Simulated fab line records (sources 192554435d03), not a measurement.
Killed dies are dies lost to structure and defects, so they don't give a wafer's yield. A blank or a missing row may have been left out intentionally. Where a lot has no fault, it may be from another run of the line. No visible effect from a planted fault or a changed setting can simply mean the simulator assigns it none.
Comparing a struck lot with a sound one :: flow n5_finfet :: 14 out of 1938 route steps
Sound: wafers L131.2, L131.3, L131.5. Struck: wafers L140.4, L140.5 (left out: L140.3, a lot-mate that was not struck); the cause follows at the end.
Per side, at each step with rows, come the tool, then ch with its chambers, and then its first start. Under that, the readings that differ: sound wafers :: struck wafers :: difference of the means :: sigmas: that difference in standard deviations of wafers without a fault.
alike: readings with means less than 2 such deviations apart, plus words and numbers identical on both sides. not compared: withheld readings, readings lacking a value on some wafer, bounds such as >300 that could conceal the same value, and numbers that have no deviation in the record and whose values overlap.
Wherever a step has rows on one side only, a row that says differs or no value, or a row with sigmas, the two part there. Non-overlapping numbers with no deviation appear without sigmas and do not part them. Lack of a reading on every wafer of one side parts them only where that side has two or more wafers.

first, 8 steps without rows for these wafers: N5_MIM_TOP_LITHO_HMDS_01 (time 60 s); N5_MIM_TOP_LITHO_COAT_02; N5_MIM_TOP_LITHO_EBR_04; N5_MIM_TOP_LITHO_SOFTBAKE_03 (time 90 s); N5_MIM_TOP_LITHO_EXPOSE_05 (exposes mask MIM TOP, target cd 2000 nm); N5_MIM_TOP_LITHO_PEB_06; N5_MIM_TOP_LITHO_DEVELOP_07 (develop time 60 s); N5_MIM_TOP_LITHO_HARDBAKE_09 (time 120 s).
N5_MIM_TOP_LITHO_CD_MEAS_08 targets a cd of 2000 nm.
  sound on cd_sem-02 ch 0, day 12 09:45; struck on cd_sem-02 ch 0, day 15 06:10
  alike: cd_nm
N5_MIM_TOP_LITHO_OVL_MEAS_11:
  sound on overlay-02 ch 0, day 12 09:47; struck on overlay-01 ch 0, day 15 06:11
  alike: MIM_TOP_OVL
N5_MIM_TOP_LITHO_INSPECT_12: inspects for defects (macro).
  struck on defect_inspect-01, day 15 06:13; sound on defect_inspect-01, day 12 09:49
  alike: raw_defect_count
N5_MIM_TOP_LITHO_DESCUM_10: chemistry O2, time 7.9 s.
  sound on rie_diel-02 ch 0,2, day 12 09:50; struck on rie_diel-02 ch 1, day 15 06:35
  alike: drypump_motor_current_A, o2_flow_sccm, oes_product_au, rf_vpp_V, showerhead_plenum_p_Torr, throttle_valve_pct
  not compared: rf_hours_counter_h
N5_MIM_TOP_ETCH_ETCH_00: etches TiN in Cl2/BCl3, target depth 38.5 nm.
  sound on rie_metal-02 ch 0, day 12 09:56; struck on rie_metal-02 ch 0, day 15 06:43
reading: bias_w (W)
sound: 126.4 125.8 126.0
struck: 139.2 138.8
difference: +12.9
sigmas: +33

reading: model.etch.depth_nm (nm)
sound: 37.84 37.62 37.26
struck: 39.21 38.98
difference: +1.52
sigmas: 

reading: model.MIM_TOP_ETCH.feature_depth_nm (nm)
sound: 37.8 37.6 37.2
struck: 39.2 39
difference: +1.6
sigmas: 
  alike: bcl3_flow_sccm, drypump_motor_current_A, oes_product_au, throttle_valve_pct
  not compared: rf_hours_counter_h
N5_MIM_TOP_ETCH_STRIP_01: strips in O2.
  sound on rie_diel-05 ch 0,1,3, day 12 10:04; struck on rie_diel-04 ch 0,2, day 15 06:49
reading: showerhead_plenum_p_Torr (Torr)
sound: 1.95 1.99 1.98
struck: 2.18 2.07
difference: +0.15
sigmas: +2
  alike: drypump_motor_current_A, o2_flow_sccm, oes_product_au, rf_vpp_V, throttle_valve_pct
  not compared: rf_hours_counter_h

## WHERE THEY PART
At N5_MIM_TOP_ETCH_ETCH_00 first; at N5_MIM_TOP_ETCH_STRIP_01 last (within this record only).

WHY: what had been put in by the simulator
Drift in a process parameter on rie_metal-02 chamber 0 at N5_MIM_TOP_ETCH_ETCH_00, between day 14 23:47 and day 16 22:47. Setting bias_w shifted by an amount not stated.
